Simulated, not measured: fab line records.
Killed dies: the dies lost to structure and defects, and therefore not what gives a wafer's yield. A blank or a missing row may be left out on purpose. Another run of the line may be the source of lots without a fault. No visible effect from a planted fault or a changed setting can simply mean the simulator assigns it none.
Chamber matching | flow nandHarc | NHARC_A_M1_DESCUM_14 on rieDiel-08: 4 sister chambers
The step chemistry O2, time 3 s. 20 wafers are shown with their chamber, then 10 later ones without.

WAFERS PAIRED WITH THEIR CHAMBERS
wafer  | chamber | oesProductAu (a.u.) | rfVppV (V) | throttleValvePct (%)
L077.2 | 2       | 0.991               | 57.0       | 11.319
L077.3 | 3       | 1.008               | 56.9       | 11.302
L077.5 | 3       | 1.000               | 57.6       | 11.308
L075.2 | 3       | 1.007               | 58.3       | 11.321
L075.3 | 0       | 1.001               | 57.8       | 11.321
L075.5 | 3       | 1.005               | 59.3       | 11.302
L080.1 | 1       | 1.012               | 57.4       | 11.302
L080.2 | 0       | 0.999               | 58.6       | 11.298
L080.4 | 2       | 0.989               | 57.9       | 11.314
L079.2 | 1       | 1.011               | 56.4       | 11.306
L079.5 | 1       | 1.007               | 57.1       | 11.308
L079.6 | 0       | 1.011               | 56.8       | 11.308
L082.1 | 0       | 0.994               | 57.8       | 11.303
L082.4 | 2       | 0.989               | 58.5       | 11.308
L082.5 | 0       | 0.999               | 57.0       | 11.307
L087.3 | 0       | 1.003               | 58.0       | 11.313
L087.5 | 3       | 1.001               | 57.4       | 11.323
L087.6 | 0       | 1.012               | 56.6       | 11.313
L088.3 | 2       | 0.998               | 56.8       | 11.307
L088.5 | 0       | 1.006               | 56.9       | 11.313

SIGNATURES, as means of the wafers listed above
reading          | chamber 0 | chamber 1 | chamber 2 | chamber 3 | scatter within a chamber
oesProductAu     | 1.00313   | 1.01000   | 0.99175   | 1.00420   | 0.00494
rfVppV           | 57.438    | 56.967    | 57.550    | 57.900    | 0.766
throttleValvePct | 11.30950  | 11.30533  | 11.31200  | 11.31120  | 0.00741
Rule: distance of a wafer from a chamber = root of the sum over the readings of ((wafer's reading minus chamber's mean) / reading's scatter) squared. If the next closest chamber is less than 2 further off than the closest, the wafer can't be placed; otherwise it belongs to the closest. The scatter: take each reading less its chamber's mean, square it, sum over the shown wafers, divide by the number of wafers less the number of chambers, and take the root.

WAFERS MISSING THEIR CHAMBER
wafer  | oesProductAu (a.u.) | rfVppV (V) | throttleValvePct (%)
L088.6 | 0.995               | 56.8       | 11.311
L089.2 | 0.988               | 57.8       | 11.303
L089.3 | 1.001               | 57.1       | 11.313
L089.5 | 1.000               | 56.5       | 11.314
L091.1 | 1.015               | 58.6       | 11.309
L091.3 | 1.003               | 59.0       | 11.318
L091.4 | 0.999               | 57.4       | 11.309
L095.3 | 0.997               | 57.5       | 11.311
L095.5 | 0.992               | 56.8       | 11.312
L095.6 | 1.001               | 58.1       | 11.305

THE CHAMBER EACH PASSED THROUGH
wafer  | from the rows above               | in truth
L088.6 | can't be placed: 2 or 0 or 3 or 1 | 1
L089.2 | can't be placed: 2 or 0 or 3      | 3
L089.3 | can't be placed: 0 or 3 or 2 or 1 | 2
L089.5 | can't be placed: 0 or 3 or 2 or 1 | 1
L091.1 | can't be placed: 3 or 1 or 0      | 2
L091.3 | can't be placed: 3 or 0 or 2 or 1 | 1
L091.4 | can't be placed: 0 or 3 or 2 or 1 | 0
L095.3 | can't be placed: 2 or 0 or 3 or 1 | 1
L095.5 | can't be placed: 2 or 0 or 3      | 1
L095.6 | can't be placed: 3 or 0 or 2 or 1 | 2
Correct placement for 0 of the 10. Not placeable from these rows: 10 (in 8, the candidates include the true chamber). Wrongly placed: 0.
